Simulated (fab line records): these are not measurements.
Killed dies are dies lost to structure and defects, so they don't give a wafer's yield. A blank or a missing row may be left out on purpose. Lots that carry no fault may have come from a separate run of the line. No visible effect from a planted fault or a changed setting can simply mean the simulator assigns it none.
Comparing a struck lot with a sound one || flow nand_harc || 32 out of 1159 route steps
Sound: these wafers, L579.1, L579.4, L579.6. Wafers L593.2, L593.5, L593.6 were the ones struck. The cause is given at the end.
At each step with rows: each side's tool, then ch and its chambers, then its first start. Under that, the readings that differ: sound wafers || struck wafers || difference of the means || sigmas: that difference in standard deviations of wafers without a fault.
alike: a reading whose means differ by less than 2 such deviations, as well as words and numbers matching on both sides. not compared: withheld readings; readings where some wafer has no value; bounds like >300 that might hide an equal value; numbers whose values overlap and for which the record gives no deviation.
A row with sigmas, a row that says differs or no value, or rows on one side alone: a step with any of these is where the two part. When numbers do not overlap yet have no deviation, they are printed without sigmas and do not part them. Lack of a reading on every wafer of one side parts them only where that side has two or more wafers.

first, 5 steps without rows for these wafers: NHARC_A_ONON_D1_DEP_19 (target thk 1000 nm); NHARC_A_ONON_D1_DEP_22 (target thk 1000 nm); NHARC_A_ONON_D1_DEP_25 (target thk 1000 nm); NHARC_A_ONON_D1_DEP_28 (target thk 1000 nm); NHARC_A_ONON_D1_DEP_33 (deposits SiO2, target thk 200 nm).
NHARC_A_CHANNEL_HOLE_D1_DEP_00: deposits aC, target thk 3100 nm.
  sound on acl_dep-01 ch 0, day 8 13:54; struck on acl_dep-01 ch 0, day 12 11:23
  alike: throttle_valve_pct
then, 25 steps without rows for these wafers: NHARC_A_CHANNEL_HOLE_D1_DEP_01 (deposits SiON, target thk 140 nm); NHARC_A_CHANNEL_HOLE_D1_DEHYDRATE_02 (time 120 s); NHARC_A_CHANNEL_HOLE_D1_HMDS_03 (time 30 s); NHARC_A_CHANNEL_HOLE_D1_COAT_36 (time 75 s); NHARC_A_CHANNEL_HOLE_D1_COAT_37 (time 65 s); NHARC_A_CHANNEL_HOLE_D1_COAT_04 (resist thk 90 nm); NHARC_A_CHANNEL_HOLE_D1_SOFTBAKE_05 (time 55 s); NHARC_A_CHANNEL_HOLE_D1_EBR_06; NHARC_A_CHANNEL_HOLE_D1_EXPOSE_07 (exposes mask HOLE D1, target cd 100 nm); NHARC_A_CHANNEL_HOLE_D1_PEB_08 (peb time 65 s); NHARC_A_CHANNEL_HOLE_D1_DEVELOP_09 (develop time 35 s); NHARC_A_CHANNEL_HOLE_D1_DESCUM_15 (chemistry O2, time 3 s); NHARC_A_CHANNEL_HOLE_D1_ETCH_38 (etches the open film in CF4, target depth 39 nm, time 65 s); NHARC_A_CHANNEL_HOLE_D1_ETCH_39 (etches the open film in N2/H2, target depth 260 nm, time 325 s); NHARC_A_CHANNEL_HOLE_D1_ETCH_34 (etches the open film in CF4/CHF3, target depth 154 nm, time 77 s); NHARC_A_CHANNEL_HOLE_D1_ETCH_16 (etches the open film in O2/COS, target depth 3100 nm, time 806 s); NHARC_A_CHANNEL_HOLE_D1_ETCH_19 (etches the open film in C4F8/O2/Ar, time 34.5 s); NHARC_A_CHANNEL_HOLE_D1_ETCH_20 (etches the open film in C4F8/O2/Ar, time 361.9 s, target depth 1600 nm); NHARC_A_CHANNEL_HOLE_D1_ETCH_21 (etches the open film in C4F8/O2/Ar, time 514.3 s, target depth 1600 nm); NHARC_A_CHANNEL_HOLE_D1_ETCH_22 (etches the open film in C4F8/O2/Ar, time 666.7 s, target depth 1600 nm); NHARC_A_CHANNEL_HOLE_D1_ETCH_23 (etches the open film in C4F8/O2/Ar, time 819 s, target depth 1600 nm); NHARC_A_CHANNEL_HOLE_D1_ETCH_24 (etches the open film in C4F8/O2/Ar, time 906.2 s, target depth 1500 nm); NHARC_A_CHANNEL_HOLE_D1_ETCH_25 (etches the open film in C4F8/O2/Ar, time 1040.2 s, target depth 1500 nm); NHARC_A_CHANNEL_HOLE_D1_ETCH_26 (etches the open film in C4F8/O2/Ar, time 224.1 s, target depth 300 nm); NHARC_A_CHANNEL_HOLE_D1_ETCH_33 (etches the open film in C4F8/O2/Ar, time 90 s, target depth 400 nm).
-- jump in the record: it breaks off in module A_CHANNEL_HOLE_D1 and resumes in module END (first step shown: number 1159 of the route), and 12 days separate the struck wafers' starts before and after --
NHARC_END_SORT_01:
  sound on prober-01 ch 0, day 19 10:01; struck on prober-01 ch 0, day 24 06:43
{"reading": "killed_at_array", "sound": "13 12 8", "struck": "272 194 273", "difference": "+235", "sigmas": "+24"}
{"reading": "killed_dies", "sound": "16 15 11", "struck": "278 197 277", "difference": "+237", "sigmas": "+22"}
  alike: killed_at_other, killed_at_periphery, killed_open, killed_short

== WHERE THEY PART ==
At NHARC_END_SORT_01 and nowhere else, as far as this record goes.

WHY: the cause the simulator had injected
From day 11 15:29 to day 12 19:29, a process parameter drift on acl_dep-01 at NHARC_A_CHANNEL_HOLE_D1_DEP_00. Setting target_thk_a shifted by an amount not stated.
